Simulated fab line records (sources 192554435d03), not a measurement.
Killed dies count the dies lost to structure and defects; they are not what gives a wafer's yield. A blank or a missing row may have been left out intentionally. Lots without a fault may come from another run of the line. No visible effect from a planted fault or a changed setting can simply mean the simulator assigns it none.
Split-lot study | flow n5_finfet | route with 1938 steps; 7 lots, 21 wafers read

## ABOUT THE SPLIT
At N5_BEOL_M8_ILD_DEP_00 (deposits SiCOH lowk from DEMS/porogen, target thk 179.75 nm, time 33.4 s), the setting time_s was moved away from the recipe's 33.4 s on 6 of the 21 wafers read, by +5.8% to +13.1%. All remaining wafers had this setting at the recipe value.

## FROM THE SPLIT ON TO THE READING: in between, the file shows 1 step
- N5_BEOL_M8_CURE_74: cures SiCOH lowk, time 240 s

## THE READING
At N5_BEOL_M8_THK_MEAS_01: M8_ILD_THK, given in nm. On this fab line, fault-free wafers typically give 155.5 nm with a standard deviation of 2 nm.

wafer  | tool, chamber at the split | time_s as run, s | against the recipe | M8_ILD_THK, nm | against lot-mates on the recipe
L077.2 | pecvd-04, 1                | 33.4             | recipe             | 154.5          | -
L077.5 | pecvd-04, 1                | 35.34            | +5.8%              | 164.1          | +9.6
L077.6 | pecvd-04, 1                | 35.34            | +5.8%              | 164.4          | +9.9
L080.2 | pecvd-03, 1                | 33.4             | recipe             | 156.3          | -
L080.3 | pecvd-03, 2                | 33.4             | recipe             | 153.1          | -
L080.5 | pecvd-03, 2                | 35.57            | +6.5%              | 165.7          | +11.0
L083.1 | pecvd-04, 1                | 35.8             | +7.2%              | 165.3          | +10.0
L083.2 | pecvd-04, 2                | 33.4             | recipe             | 154.6          | -
L083.6 | pecvd-04, 1                | 33.4             | recipe             | 156.0          | -
L087.2 | pecvd-03, 1,0              | 33.4             | recipe             | 154.4          | -
L087.3 | pecvd-03, 1,0              | 33.4             | recipe             | 154.7          | -
L087.6 | pecvd-03, 1                | 37.79            | +13.1%             | 176.6          | +22.0
L088.3 | pecvd-02, 0                | 33.4             | recipe             | 156.1          | -
L088.4 | pecvd-02, 2                | 33.4             | recipe             | 157.1          | -
L088.5 | pecvd-02, 0                | 33.4             | recipe             | 158.0          | -
L093.2 | pecvd-04, 0                | 36.67            | +9.8%              | 165.6          | +10.8
L093.4 | pecvd-04, 0                | 33.4             | recipe             | 153.0          | -
L093.6 | pecvd-04, 1                | 33.4             | recipe             | 156.5          | -
L095.2 | pecvd-04, 2                | 33.4             | recipe             | 156.5          | -
L095.4 | pecvd-04, 0                | 33.4             | recipe             | 156.0          | -
L095.5 | pecvd-04, 1                | 33.4             | recipe             | 159.2          | -
The file does not say which wafer passed through which chamber wherever a row lists several chambers: such a row stands for several wafers.

THE FIT
A straight line over all 21 wafers: M8_ILD_THK changes by +1.41 nm for each +1% of time_s; r = +0.95; the points scatter about the line by 1.8 nm.
The same after taking each lot's own level away (the mean of its wafers on the recipe; 21 wafers): +1.52 nm for each +1%; r = +0.97; scatter 1.5 nm.
According to that fit, moving time_s by its largest amount changes the reading by 20 nm.
Measured against the standard deviation above, the lots' own levels, which go from 154.50 to 157.23 nm, span 1.4 times it.
Hence the lot-to-lot level has little effect on the slope; both slopes agree.
Check: with one of the wafers moved furthest among these (+13.1%) left out of the fit, the line predicts +18.4 nm for it against its lot-mates. It came out at +22 nm against them.

## OTHER SPLITS ON THESE WAFERS
Before the reading, these wafers also passed through other splits. Each is held against what the fit with the lots' levels taken away leaves over:
other split on the same wafers    | wafers away from the commonest value | r with M8_ILD_THK (lot level and that fit taken away)
N5_BEOL_M4_PECVD_72 time_s        | 7                                    | +0.03
N5_BEOL_M5_VIA_ETCH_34 bias_w     | 6                                    | +0.22
N5_BEOL_M5_ETCH_41 source_w       | 8                                    | -0.10
N5_BEOL_M6_ETCH_66 source_w       | 5                                    | -0.29
N5_BEOL_M7_HM_DEP_02 target_thk_a | 9                                    | +0.32
N5_BEOL_M7_COAT_05 spin_rpm       | 8                                    | -0.19

## THE WHOLE CHAIN: every reading that the file lists as answering this split, in the file's order
step                   | what it does                                                             | reading                                                                                  | change (the file's fit)              | r (the file's)
N5_BEOL_M8_ILD_DEP_00  | deposits SiCOH lowk from DEMS/porogen, target thk 179.75 nm, time 33.4 s | SiCOH_lowk_of_BEOL_M8_ILD_DEP_00.thk_nm (the simulator's own value, which no gauge read) | +1.72 nm for each +1% of the setting | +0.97
N5_BEOL_M8_CURE_74     | cures SiCOH lowk, time 240 s                                             | SiCOH_lowk_of_BEOL_M8_ILD_DEP_00.thk_nm (the simulator's own value, which no gauge read) | +1.51 nm for each +1% of the setting | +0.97
N5_BEOL_M8_THK_MEAS_01 |                                                                          | M8_ILD_THK                                                                               | +1.51 for each +1% of the setting    | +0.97

## THE FILE'S OWN FIT
M8_ILD_THK changes by +1.51 nm for each +1% of time_s, r = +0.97.
